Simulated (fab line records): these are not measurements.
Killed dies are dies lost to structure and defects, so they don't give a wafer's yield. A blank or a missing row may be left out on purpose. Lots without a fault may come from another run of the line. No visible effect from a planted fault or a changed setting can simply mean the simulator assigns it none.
fab line records -- flow nand_harc
record: lots: 5, wafers: 15, last_day: 33
route steps=1302 shown P_CONTACT@217 END@1302
lots untouched by any fault: they come from a run of this same line in which no faults occurred
start_h: the number of hours between the record's first day and the start of the first shown wafer of the lot -- wait_h: hours elapsed since this lot's preceding step -- " identical to the entry in the row above -- L1.1+2: one row covering several wafers at once -- - value missing, or start not given -- * or withheld: withheld -- < > ~ a bound
route shown NAME@n: NAME is a module with steps in the file, n the number in the route of the first one -- usual: mean and standard deviation over wafers with no fault -- same: alike in all rows -- chamber/n: place in a boat -- sites: each site's reading -- _std_site: the values' standard deviation -- _edge_site: outer sites' mean less inner sites' -- radius_mm: how far each site lies from the wafer's centre -- mask NAME#n: copy n -- behind: tool/chamber where the wafer was last shaped -- hold: cause of the lot's hold/its duration in hours/its outcome -- device: names the non-switching transistor (n, p or np) -- end of line: the tests these same wafers got at the end of their route -- a step with no rows: only its recipe -- killed: not the wafer's yield, but the dies lost to structure and defects at the first sort -- map: a wafer's dies, marking killed ones x, the rest . and places with no die _
set.NAME: the setting the step ran with; set.NAME@STEP: the setting that earlier step ran with -- model.NAME: the simulator's own value behind a step, which no gauge read
certain route steps with their lots: each step a table, each wafer a row
services: the hour from which a tool's chamber was out of use, counted from the record's first day as start_h (under 0 if before that day), plus the number of hours and why
== steps ==
step: NHARC_P_CONTACT_DEP_30
recipe: target_thk_a: 300, temp_c: 400, target_thk_nm: 30, flow_sccm: 200, rf_w: 450, material: SiNx
usual: heater_power_w: 696/110
lot.wafer,tool,chamber,start_h,wait_h,heater_power_w
L184.1,pecvd-01,1,186.82,0.1,784
L184.2,pecvd-01,2,186.82,0.1,537
L184.5,pecvd-01,0,186.82,0.1,690
L186.3,pecvd-01,1,200.06,0.1,765
L186.4,pecvd-01,0,200.06,0.1,721
L186.5,pecvd-01,1,200.06,0.1,795
L188.1,pecvd-03,0,224.55,0.1,624
L188.2,pecvd-03,2,224.55,0.1,921
L188.6,pecvd-03,0,224.55,0.1,635
L192.2,pecvd-03,1,258.98,0.1,630
L192.5,pecvd-03,0,258.98,0.1,680
L192.6,pecvd-03,2,258.98,0.1,883
L201.2,pecvd-03,2,341.54,0.1,762
L201.4,pecvd-03,2,341.54,0.1,760
L201.5,pecvd-03,2,341.54,0.1,767
step: NHARC_P_CONTACT_DEP_00
recipe: target_thk_a: 5000, temp_c: 400, pressure_torr: 6.5, rf_w: 900, teos_flow_sccm: 161.4, flow_sccm: 2650, target_thk_nm: 500, gas: O2, material: SiO2
step: NHARC_P_CONTACT_CMP_01
recipe: target_thk_nm: 200, material: SiO2
usual: motor_current_A: 11.8/0.61
lot.wafer,tool,chamber,start_h,wait_h,motor_current_A
L184.2,cmp-02,1,187.54,-,13.2
L184.1,cmp-02,2,187.54,-,11.0
L184.5,cmp-02,3,187.54,-,12.2
L186.3,cmp-02,0,200.76,-,11.4
L186.4,cmp-02,1,200.76,-,12.0
L186.5,cmp-02,3,200.76,-,12.2
L188.1,cmp-02,2,225.32,-,10.9
L188.2,cmp-02,3,225.32,-,12.6
L188.6,cmp-02,0,225.32,-,11.2
L192.2,cmp-03,0,259.65,-,12.3
L192.6,cmp-03,0,259.65,-,12.3
L192.5,cmp-03,1,259.65,-,11.3
L201.2,cmp-03,3,342.54,0.6,11.5
L201.4,cmp-03,0,342.54,0.6,12.7
L201.5,cmp-03,1,342.54,0.6,11.7
step: NHARC_P_CONTACT_SRD_03
step: NHARC_P_CONTACT_DEHYDRATE_04
recipe: temp_c: 150, time_s: 120
step: NHARC_P_CONTACT_HMDS_05
recipe: time_s: 30
step: NHARC_P_CONTACT_COAT_33
recipe: temp_c: 260, time_s: 75
step: NHARC_P_CONTACT_COAT_34
recipe: temp_c: 225, time_s: 65
step: NHARC_P_CONTACT_COAT_06
recipe: spin_rpm: 1500, resist_thk_nm: 90
step: NHARC_P_CONTACT_SOFTBAKE_07
recipe: temp_c: 105, time_s: 55
step: NHARC_P_CONTACT_EBR_08
step: NHARC_P_CONTACT_EXPOSE_09
recipe: na: 1.35, target_cd_nm: 90, dose_mj: 81.26, mask_id: P_CA
usual: focus_offset_nm: 0.1/0.47, stage_vel_mm_s: 500.02/0.24
lot.wafer,tool,chamber,start_h,wait_h,mask,focus_offset_nm,stage_vel_mm_s
L184.1,arfi_scanner-01,0,188.18,-,P_CA#0,-0.8,499.97
L184.2,arfi_scanner-01,0,188.18,-,P_CA#0,-0.3,500.14
L184.5,arfi_scanner-01,0,188.18,-,P_CA#0,0.1,499.84
L186.3,arfi_scanner-02,0,201.44,-,P_CA#0,0.4,499.92
L186.4,arfi_scanner-02,0,201.44,-,P_CA#0,-0.2,499.85
L186.5,arfi_scanner-02,0,201.44,-,P_CA#0,0.3,499.70
L188.1,arfi_scanner-03,0,225.84,-,P_CA#0,0.4,500.35
L188.2,arfi_scanner-03,0,225.84,-,P_CA#0,1.0,500.43
L188.6,arfi_scanner-03,0,225.84,-,P_CA#0,-0.2,500.37
L192.2,arfi_scanner-01,0,260.22,-,P_CA_R1#0,0.4,499.98
L192.5,arfi_scanner-01,0,260.22,-,P_CA_R1#0,0.4,499.77
L192.6,arfi_scanner-01,0,260.22,-,P_CA_R1#0,-0.1,500.05
L201.2,arfi_scanner-02,0,343.06,-,P_CA#0,-0.1,500.16
L201.4,arfi_scanner-02,0,343.06,-,P_CA#0,0.1,499.90
L201.5,arfi_scanner-02,0,343.06,-,P_CA#0,-0.2,500.35
step: NHARC_P_CONTACT_PEB_10
recipe: peb_temp_c: 100, peb_time_s: 65
step: NHARC_P_CONTACT_DEVELOP_11
recipe: develop_time_s: 35, dev_temp_c: 23
step: NHARC_P_CONTACT_CD_MEAS_12
recipe: target_cd_nm: 90, landing_energy_ev: 500
usual: cd_nm: 90.1/0.83
lot.wafer,tool,chamber,start_h,wait_h,cd_nm
L184.1,cd_sem-01,0,188.32,-,91.4
L184.2,cd_sem-01,0,188.32,-,91.3
L184.5,cd_sem-01,0,188.32,-,90.7
L186.3,cd_sem-02,0,201.57,-,90.0
L186.4,cd_sem-02,0,201.57,-,89.4
L186.5,cd_sem-02,0,201.57,-,88.6
L188.1,cd_sem-01,0,225.98,-,91.1
L188.2,cd_sem-01,0,225.98,-,91.4
L188.6,cd_sem-01,0,225.98,-,90.4
L192.2,cd_sem-02,0,260.36,-,79.7
L192.5,cd_sem-02,0,260.36,-,79.5
L192.6,cd_sem-02,0,260.36,-,79.7
L201.2,cd_sem-03,0,343.20,-,91.1
L201.4,cd_sem-03,0,343.20,-,90.5
L201.5,cd_sem-03,0,343.20,-,90.7
step: NHARC_P_CONTACT_OVL_MEAS_13
usual: overlay_x_nm: 0.0/0.87, overlay_y_nm: -0.1/0.71
lot.wafer,tool,chamber,start_h,wait_h,overlay_x_nm,overlay_y_nm
L184.1,overlay-02,-,188.41,-,0.2,0.0
L184.2,overlay-02,-,188.41,-,0.9,-0.2
L184.5,overlay-02,-,188.41,-,1.1,0.4
L186.3,overlay-02,-,201.66,-,1.6,-0.1
L186.4,overlay-02,-,201.66,-,1.0,-0.3
L186.5,overlay-02,-,201.66,-,1.5,-0.7
L188.1,overlay-01,-,226.07,-,0.2,-0.1
L188.2,overlay-01,-,226.07,-,0.0,-0.2
L188.6,overlay-01,-,226.07,-,-0.1,-0.3
L192.2,overlay-01,-,260.44,-,0.7,-1.0
L192.5,overlay-01,-,260.44,-,0.7,-1.4
L192.6,overlay-01,-,260.44,-,-0.1,-1.4
L201.2,overlay-02,-,343.29,-,-0.1,0.7
L201.4,overlay-02,-,343.29,-,-0.4,0.7
L201.5,overlay-02,-,343.29,-,-0.5,1.4
step: NHARC_P_CONTACT_INSPECT_14
usual: raw_defect_count: 4.4/2.6
lot.wafer,tool,chamber,start_h,wait_h,raw_defect_count
L184.1,defect_inspect-02,-,188.45,0.0,6
L184.2,defect_inspect-02,-,188.45,0.0,7
L184.5,defect_inspect-02,-,188.45,0.0,3
L186.3,defect_inspect-02,-,201.69,0.0,5
L186.4,defect_inspect-02,-,201.69,0.0,10
L186.5,defect_inspect-02,-,201.69,0.0,4
L188.1,defect_inspect-02,-,226.10,0.0,8
L188.2,defect_inspect-02,-,226.10,0.0,9
L188.6,defect_inspect-02,-,226.10,0.0,11
L192.2,defect_inspect-02,-,260.48,0.0,6
L192.5,defect_inspect-02,-,260.48,0.0,6
L192.6,defect_inspect-02,-,260.48,0.0,5
L201.2,defect_inspect-02,-,343.32,0.0,3
L201.4,defect_inspect-02,-,343.32,0.0,2
L201.5,defect_inspect-02,-,343.32,0.0,3
step: NHARC_P_CONTACT_DESCUM_17
recipe: time_s: 3, o2_flow_sccm: 200, ar_flow_sccm: 0, bias_power_w: 0, chemistry: O2
usual: drypump_motor_current_A: 5.9/0.3, oes_product_au: 1.000/0.013, rf_vpp_V: 57.9/0.95, showerhead_plenum_p_Torr: 1.94/0.1, throttle_valve_pct: 11.310/0.0092
same: bias_power_w: 0
lot.wafer,tool,chamber,start_h,wait_h,drypump_motor_current_A,oes_product_au,rf_hours_counter_h,rf_vpp_V,showerhead_plenum_p_Torr,throttle_valve_pct,model.P_CONTACT.cd_nm
L184.2,rie_diel-08,0,188.51,0.1,5.5,1.008,8.0,58.8,1.91,11.302,91.15
L184.1,rie_diel-08,2,188.51,0.1,6.0,0.996,8.9,57.8,1.92,11.315,90.77
L184.5,rie_diel-08,0,188.51,0.1,5.5,1.013,-,57.2,1.91,11.312,90.95
L186.4,rie_diel-08,0,201.75,0.1,5.5,1.017,0,56.8,1.91,11.309,89.52
L186.3,rie_diel-08,3,201.75,0.1,5.8,1.022,0,57.5,2.02,11.307,91.11
L186.5,rie_diel-08,0,201.75,0.1,5.5,1.019,-,57.5,1.91,11.337,88.74
L188.1,rie_diel-11,1,226.17,0.1,6.0,1.006,3.5,58.5,1.90,11.298,91.17
L188.2,rie_diel-11,2,226.17,0.1,5.9,0.993,3.3,56.4,1.79,11.310,90.69
L188.6,rie_diel-11,1,226.17,0.1,6.0,1.005,-,56.4,1.90,11.303,90.73
L192.2,rie_diel-07,3,260.56,0.1,5.8,1.013,3.7,58.5,2.05,11.298,80.04
L192.5,rie_diel-07,1,260.56,0.1,6.0,0.982,-,56.7,1.85,11.314,79.66
L192.6,rie_diel-07,2,260.56,0.1,5.7,0.993,-,57.1,1.84,11.322,80.05
L201.2,rie_diel-07,3,343.39,0.1,5.8,0.989,1.2,58.7,2.05,11.303,92.23
L201.4,rie_diel-07,1,343.39,0.1,5.9,1.004,0.3,56.9,1.84,11.318,91.52
L201.5,rie_diel-07,2,343.39,0.1,5.7,1.006,-,58.7,1.84,11.317,90.3
step: NHARC_P_CONTACT_ETCH_35
recipe: target_depth_a: 390, over_etch_frac: 0.3, time_s: 65, ion_energy_ev: 80, cf4_flow_sccm: 150, ar_flow_sccm: 0, rf_w: 300, bias_w: 100, chemistry: CF4
step: NHARC_P_CONTACT_ETCH_36
recipe: target_depth_a: 2600, over_etch_frac: 0.25, time_s: 406.25, ion_energy_ev: 200, n2_flow_sccm: 150, h2_flow_sccm: 150, ar_flow_sccm: 0, rf_w: 400, bias_w: 150, chemistry: N2/H2
usual: drypump_motor_current_A: 5.9/0.31, h2_flow_sccm: 150.1/0.41, oes_product_au: 1.001/0.014, rf_vpp_V: 431/3.2, showerhead_plenum_p_Torr: 2.07/0.11, throttle_valve_pct: 14.172/0.0097
lot.wafer,tool,chamber,start_h,wait_h,drypump_motor_current_A,h2_flow_sccm,oes_product_au,rf_hours_counter_h,rf_vpp_V,showerhead_plenum_p_Torr,throttle_valve_pct
L184.2,rie_diel-08,1,-,-,5.3,149.7,0.991,7.8,427,1.95,14.181
L184.1,rie_diel-08,2,-,-,6.0,150.2,0.996,9.0,431,2.04,14.169
L184.5,rie_diel-08,3,-,-,5.9,150.1,1.014,-,433,2.15,14.175
L186.3,rie_diel-08,1,-,-,5.3,150.4,1.002,0.1,429,1.95,14.159
L186.4,rie_diel-08,3,-,-,5.9,150.1,1.026,0.1,434,2.15,14.158
L186.5,rie_diel-08,0,-,-,5.5,149.8,1.023,-,430,2.04,14.145
L188.2,rie_diel-11,0,-,-,5.4,150.5,0.996,4.0,435,2.20,14.171
L188.1,rie_diel-11,2,-,-,5.9,149.6,1.001,3.4,426,1.90,14.170
L188.6,rie_diel-11,2,-,-,5.9,149.7,1.003,-,428,1.90,14.189
L192.2,rie_diel-07,1,-,-,5.9,149.5,0.996,4.4,429,1.97,14.186
L192.5,rie_diel-07,1,-,-,5.9,149.9,0.993,-,428,1.97,14.167
L192.6,rie_diel-07,2,-,-,5.7,150.1,1.008,-,429,1.96,14.170
L201.2,rie_diel-07,3,-,-,5.8,150.5,1.002,1.2,434,2.19,14.177
L201.4,rie_diel-07,0,-,-,6.3,149.4,1.027,1.2,433,2.13,14.174
L201.5,rie_diel-07,3,-,-,5.8,149.9,1.002,-,435,2.19,14.171
step: NHARC_P_CONTACT_ETCH_18
recipe: target_depth_a: 4810, time_s: 240.5, c4f8_flow_sccm: 20, o2_flow_sccm: 10, ar_flow_sccm: withheld, rf_w: 600, bias_w: 1500, chemistry: C4F8/O2/Ar
usual: oes_product_au: 0.963/0.02, rf_vpp_V: 980/6.8
lot.wafer,tool,chamber,start_h,wait_h,oes_product_au,rf_hours_counter_h,rf_vpp_V
L184.1,rie_diel-08,3,-,-,0.985,9.7,985
L184.2,rie_diel-08,0,-,-,0.961,8.3,978
L184.5,rie_diel-08,1,-,-,0.955,-,971
L186.3,rie_diel-08,0,-,-,0.982,0.3,977
L186.4,rie_diel-08,2,-,-,0.957,0.2,979
L186.5,rie_diel-08,1,-,-,0.958,-,973
L188.1,rie_diel-11,2,-,-,0.962,3.6,971
L188.2,rie_diel-11,0,-,-,0.969,4.2,987
L188.6,rie_diel-11,2,-,-,0.960,-,969
L192.2,rie_diel-07,3,-,-,0.987,3.8,986
L192.6,rie_diel-07,1,-,-,0.957,-,973
L192.5,rie_diel-07,2,-,-,0.952,-,974
L201.4,rie_diel-07,3,-,-,0.963,1.4,989
L201.2,rie_diel-07,2,-,-,0.963,1.2,974
L201.5,rie_diel-07,0,-,-,1.001,-,984
step: NHARC_P_CONTACT_STRIP_37
recipe: c4f8_flow_sccm: withheld, o2_flow_sccm: 8, ar_flow_sccm: withheld, bias_w: 0, chemistry: C4F8/O2/Ar
step: NHARC_P_CONTACT_ETCH_31
recipe: target_depth_a: 300, time_s: 85.7, ion_energy_ev: 120, over_etch_frac: 1, ch3f_flow_sccm: 50, o2_flow_sccm: 30, ar_flow_sccm: 200, rf_w: 500, bias_w: 100, chemistry: CH3F/O2
usual: drypump_motor_current_A: 5.86/0.29, oes_product_au: 0.982/0.015, rf_vpp_V: 244.7/1.9, showerhead_plenum_p_Torr: 2.49/0.12, throttle_valve_pct: 20.663/0.0085
lot.wafer,tool,chamber,start_h,wait_h,drypump_motor_current_A,oes_product_au,rf_hours_counter_h,rf_vpp_V,showerhead_plenum_p_Torr,throttle_valve_pct,model.P_CONTACT.cd_nm
L184.1,rie_diel-08,1,-,-,5.32,0.956,8.0,243.2,2.36,20.660,90.14
L184.2,rie_diel-08,3,-,-,5.83,1.000,9.8,245.9,2.59,20.674,90.24
L184.5,rie_diel-08,1,-,-,5.33,0.971,-,242.7,2.36,20.677,90.45
L186.3,rie_diel-08,0,-,-,5.49,1.000,0.4,244.2,2.46,20.663,90.62
L186.4,rie_diel-08,1,-,-,5.33,0.979,0.4,241.9,2.36,20.670,89.16
L186.5,rie_diel-08,3,-,-,5.86,1.018,-,246.7,2.59,20.661,88.22
L188.2,rie_diel-11,2,-,-,5.90,0.977,3.7,241.9,2.30,20.661,94.21
L188.1,rie_diel-11,0,-,-,5.38,0.971,4.3,246.4,2.64,20.661,89.37
L188.6,rie_diel-11,2,-,-,5.93,0.974,-,241.2,2.30,20.665,90.48
L192.2,rie_diel-07,3,-,-,5.83,0.994,3.9,246.1,2.63,20.642,77.62
L192.6,rie_diel-07,0,-,-,6.30,1.002,-,244.7,2.56,20.672,80.19
L192.5,rie_diel-07,1,-,-,5.96,0.960,-,243.8,2.37,20.654,78.99
L201.2,rie_diel-07,1,-,-,5.96,0.989,0.5,242.5,2.37,20.644,95.45
L201.4,rie_diel-07,0,-,-,6.31,1.016,1.5,246.2,2.56,20.671,94.78
L201.5,rie_diel-07,2,-,-,5.68,0.978,-,242.3,2.37,20.655,92.86
step: NHARC_P_CONTACT_CD_MEAS_19
usual: cd_nm: 89.8/2.2
lot.wafer,tool,chamber,start_h,wait_h,cd_nm
L184.1,cd_sem-02,-,189.38,-,90.1
L184.2,cd_sem-02,-,189.38,-,90.3
L184.5,cd_sem-02,-,189.38,-,90.0
L186.3,cd_sem-03,-,202.63,-,90.4
L186.4,cd_sem-03,-,202.63,-,89.3
L186.5,cd_sem-03,-,202.63,-,87.8
L188.1,cd_sem-01,-,227.18,-,89.4
L188.2,cd_sem-01,-,227.18,-,94.4
L188.6,cd_sem-01,-,227.18,-,90.5
L192.2,cd_sem-03,-,261.42,-,77.8
L192.5,cd_sem-03,-,261.42,-,79.0
L192.6,cd_sem-03,-,261.42,-,80.4
L201.2,cd_sem-03,-,344.26,-,95.1
L201.4,cd_sem-03,-,344.26,-,94.8
L201.5,cd_sem-03,-,344.26,-,93.0
step: NHARC_P_CONTACT_STRIP_28
recipe: o2_flow_sccm: 500, ar_flow_sccm: 0, bias_w: 0, chemistry: O2
usual: drypump_motor_current_A: 5.80/0.29, oes_product_au: 1.000/0.017, rf_vpp_V: 57.8/0.91, showerhead_plenum_p_Torr: 3.56/0.15, throttle_valve_pct: 17.036/0.01
lot.wafer,tool,chamber,start_h,wait_h,drypump_motor_current_A,oes_product_au,rf_hours_counter_h,rf_vpp_V,showerhead_plenum_p_Torr,throttle_valve_pct
L184.1,rie_diel-07,1,189.46,0.1,5.95,0.972,2.2,56.4,3.41,17.062
L184.2,rie_diel-07,3,189.46,0.1,5.83,1.018,1.9,56.7,3.77,17.031
L184.5,rie_diel-07,2,189.46,0.1,5.70,1.012,-,57.7,3.41,17.025
L186.3,rie_diel-11,3,202.71,0.1,6.33,1.001,3.1,58.0,3.77,17.034
L186.4,rie_diel-11,0,202.71,0.1,5.40,1.003,3.3,58.2,3.77,17.032
L186.5,rie_diel-11,3,202.71,0.1,6.35,0.995,-,59.4,3.77,17.050
L188.1,rie_diel-07,2,227.27,0.1,5.70,1.005,2.5,56.6,3.41,17.040
L188.2,rie_diel-07,1,227.27,0.1,5.96,0.981,2.7,57.9,3.41,17.030
L188.6,rie_diel-07,2,227.27,0.1,5.75,0.992,-,58.8,3.41,17.045
L192.2,rie_diel-08,1,261.54,0.1,5.34,0.991,2.0,57.5,3.39,17.038
L192.6,rie_diel-08,2,261.54,0.1,5.99,0.971,-,56.7,3.53,17.043
L192.5,rie_diel-08,3,261.54,0.1,5.89,1.021,-,58.1,3.70,17.044
L201.4,rie_diel-08,0,344.35,0.1,5.55,1.020,6.1,57.9,3.52,17.021
L201.2,rie_diel-08,1,344.35,0.1,5.33,0.999,5.8,57.1,3.38,17.040
L201.5,rie_diel-08,0,344.35,0.1,5.53,1.025,-,57.8,3.52,17.055
step: NHARC_END_SORT_01
recipe: temp_c: 25
usual: killed_at_array: 47/18, killed_at_other: 0.9/1.1, killed_at_periphery: 4/3.1, killed_dies: 52/18, killed_open: 3.1/1.5, killed_short: 2.4/1.5
same: gross_dies: 677
lot.wafer,tool,chamber,start_h,wait_h,killed_at_array,killed_at_other,killed_at_periphery,killed_dies,killed_open,killed_short
L192.2,prober-01,0,704.62,2.8,61,0,27,88,4,2
L192.5,prober-01,0,706.99,3.7,60,0,30,90,2,3
L192.6,prober-01,0,707.78,3.9,79,0,20,99,4,4
killed by level:class
L192.2 P_CONTACT:area_expose=24 A_SLIT:chamber_film_flake=22 A_CHANNEL_HOLE_D1:chamber_film_flake=11 A_CHANNEL_HOLE_D2:chamber_film_flake=11 A_BONDPAD:chamber_film_flake=4 A_STAIRCASE:chamber_film_flake=3 P_CONTACT:geometric_particle:open=2 A_CHANNEL_FILL_D1:geometric_particle:short=2
L192.5 P_CONTACT:area_expose=23 A_SLIT:chamber_film_flake=21 A_CHANNEL_HOLE_D1:chamber_film_flake=12 A_CHANNEL_HOLE_D2:chamber_film_flake=9 A_STAIRCASE:chamber_film_flake=4 A_BONDPAD:chamber_film_flake=4 P_GATE:chamber_film_flake=3 A_CONTACT:chamber_film_flake=3
L192.6 A_CHANNEL_HOLE_D1:chamber_film_flake=35 A_SLIT:chamber_film_flake=22 P_CONTACT:area_expose=14 A_CHANNEL_HOLE_D2:chamber_film_flake=8 A_BONDPAD:chamber_film_flake=5 P_CONTACT:geometric_particle:short=2 A_ONON_D1:geometric_particle:short=2 P_STI:chamber_film_flake=2
map L192.6 (x killed, . not)
____________.____________
_________......._________
_______..........._______
______.............______
_____..............._____
____.................____
____.................____
___..................x___
___...................___
__..............xx.....__
__.....................__
_....x....x............x_
_......................._
_x......................_
_......................._
_.............x........._
....x........x.x.........
.........................
.....................x...
......x.................x
.x.....x....x...........x
_...........x..........x_
_..............x.....x.x_
_......x..x.x..........._
_..........xxxx.x..x..x._
_..........xx.x...x.x..x_
__.x.x.....xxxxx..xxxx.__
__.........x.xxx....xxx__
___.......xxxx.x..xxxx___
___x.......xxxx...xxxx___
____.....xxx.xx...xxx____
____..........x..xxxx____
_____.......x....xxx_____
______..x........x.______
_______....x.x...x_______
_________..xx..._________
____________.____________
map L184.2 (x killed, . not)
____________.____________
_________......._________
_______..........._______
______.............______
_____..............._____
____.................____
____.......x.........____
___...................___
___.........x.........___
__.....................__
__.....................__
_......................._
_.x.......x............._
_......................._
_..................xx.x._
_x......x..............._
.........................
.........................
............x.....x......
......x..x...............
..........x..x...........
_.....x................._
_........x..x...x......._
_........xx..x.........._
_...x........xx.x..x...._
_...........xx......x.x._
__.......xxxxxxx..x..xx__
__.......xxx.x.x...xx..__
___......xxxxxxxxxxxxx___
___...xx.x..xx....xxxx___
____...xx...xxx...x.x____
____..xx...xx.x....x.____
_____...x.x..x......_____
______..xx..x.....x______
_______x.........._______
_________.x....._________
____________.____________
== services ==
tool,chamber,start_h,hours,kind
arfi_scanner-02,-,167.92,0.8,repair
pecvd-03,-,176.27,0.2,repair
rie_diel-11,-,184.03,0.4,repair
pecvd-03,-,185.00,13.0,pm
rie_diel-08,-,190.80,9.0,pm
rie_diel-11,1,195.19,2.9,repair
pecvd-03,-,202.06,16.3,repair
rie_diel-11,3,216.18,19.4,repair
pecvd-03,-,229.37,0.2,repair
cmp-02,-,234.05,4.0,pm
arfi_scanner-02,-,234.86,27.8,repair
rie_diel-11,3,246.59,3.3,repair
rie_diel-11,0,250.05,1.8,repair
rie_diel-11,2,250.64,8.3,repair
rie_diel-11,-,255.50,9.0,pm
cmp-02,-,262.00,1.5,repair
rie_diel-11,-,275.27,0.2,repair
rie_diel-11,1,275.62,3.1,repair
cmp-02,-,287.80,0.8,repair
rie_diel-07,-,294.20,9.0,pm
rie_diel-11,1,296.34,50.4,repair
rie_diel-11,2,324.99,2.7,repair
pecvd-03,1,330.31,16.2,repair
cmp-02,-,332.05,4.0,pm
== key ==
first_sign: step: NHARC_P_CONTACT_EXPOSE_09, reading: mask, direction: changed
effect: step: NHARC_P_CONTACT_CD_MEAS_12, reading: cd_nm, direction: down, sigmas: 13, usual: 90.1, struck: 79.7
effect: step: NHARC_P_CONTACT_CD_MEAS_19, reading: cd_nm, direction: down, sigmas: 4.8, usual: 89.8, struck: 79.1
effect: step: NHARC_END_SORT_01, reading: killed_at_periphery, direction: up, sigmas: 7, usual: 4, struck: 26
model_effect: step: NHARC_P_CONTACT_DESCUM_17, value: P_CONTACT.cd_nm, without: 90.67, struck: 79.92
model_effect: step: NHARC_P_CONTACT_ETCH_31, value: P_CONTACT.cd_nm, without: 89.69, struck: 78.93
met_at NHARC_P_CONTACT_EXPOSE_09
struck_wafers L192.2,L192.5,L192.6
tester_left_out L192
onset_between 188.18 260.22
fault: kind: wrong_mask, tool: any, chamber: -, onset_h: 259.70, steps: NHARC_P_CONTACT_EXPOSE_09, aux_copy: P_CA_R1#0, cd_offset_nm: -10.754, scope: struck_lots_only
tester_left_out: of these lots the tester's yield and bins aren't shown, on N5 and GAA mostly nor the transistor test; their killed dies are dies lost to structure and defects alone, not to doping, threshold or leakage, so they don't give the yield
